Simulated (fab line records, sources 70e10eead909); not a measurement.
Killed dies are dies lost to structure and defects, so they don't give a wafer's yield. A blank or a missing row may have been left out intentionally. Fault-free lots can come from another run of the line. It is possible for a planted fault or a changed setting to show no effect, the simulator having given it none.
Chamber matching :: flow nandHarc :: NHARC_P_BONDPAD_DEP_00 on pecvd-03: 3 sister chambers
The step deposits SiCN, target thk 250 nm. 6 wafers are shown with their chamber, then 7 later ones without.

== WAFERS PAIRED WITH THEIR CHAMBERS ==
wafer: L258.2
chamber: 2
heaterPowerW (W): 654
heaterPowerOuterW (W): 352

wafer: L265.1
chamber: 2
heaterPowerW (W): 607
heaterPowerOuterW (W): 321

wafer: L266.4
chamber: 1
heaterPowerW (W): 512
heaterPowerOuterW (W): 280

wafer: L266.5
chamber: 0
heaterPowerW (W): 571
heaterPowerOuterW (W): 357

wafer: L269.1
chamber: 0
heaterPowerW (W): 552
heaterPowerOuterW (W): 351

wafer: L269.2
chamber: 1
heaterPowerW (W): 463
heaterPowerOuterW (W): 246

== WAFERS WITHOUT THEIR CHAMBER ==
wafer: L269.5
heaterPowerW (W): 538
heaterPowerOuterW (W): 270

wafer: L271.2
heaterPowerW (W): 553
heaterPowerOuterW (W): 341

wafer: L271.5
heaterPowerW (W): 651
heaterPowerOuterW (W): 367

wafer: L271.6
heaterPowerW (W): 554
heaterPowerOuterW (W): 345

wafer: L275.1
heaterPowerW (W): 608
heaterPowerOuterW (W): 328

wafer: L275.2
heaterPowerW (W): 512
heaterPowerOuterW (W): 271

wafer: L275.3
heaterPowerW (W): 529
heaterPowerOuterW (W): 328

== EACH ONE'S CHAMBER ==
wafer: L269.5
from the rows above: 1
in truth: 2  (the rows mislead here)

wafer: L271.2
from the rows above: can't be placed: 0 or 2
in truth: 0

wafer: L271.5
from the rows above: can't be placed: 2 or 0
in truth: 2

wafer: L271.6
from the rows above: 0
in truth: 0

wafer: L275.1
from the rows above: can't be placed: 2 or 0
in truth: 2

wafer: L275.2
from the rows above: 1
in truth: 1

wafer: L275.3
from the rows above: can't be placed: 0 or 2 or 1
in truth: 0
2 of 7 placed correctly. Unplaceable from these rows: 4, with the true chamber sitting among the candidates in 4. Wrongly placed: 1.
How it was worked out, from the rows above alone: a wafer's distance from a chamber is the root of the sum, over the readings, of the square of ((its reading less the chamber's mean) divided by the reading's scatter). The wafer belongs to the nearest chamber; if the next one is less than 2 further off, it can't be placed. Each chamber's mean is taken over the wafers shown for it. The scatter: take each reading less its chamber's mean, square it, sum over the shown wafers, divide by the number of wafers less the number of chambers, and take the root.
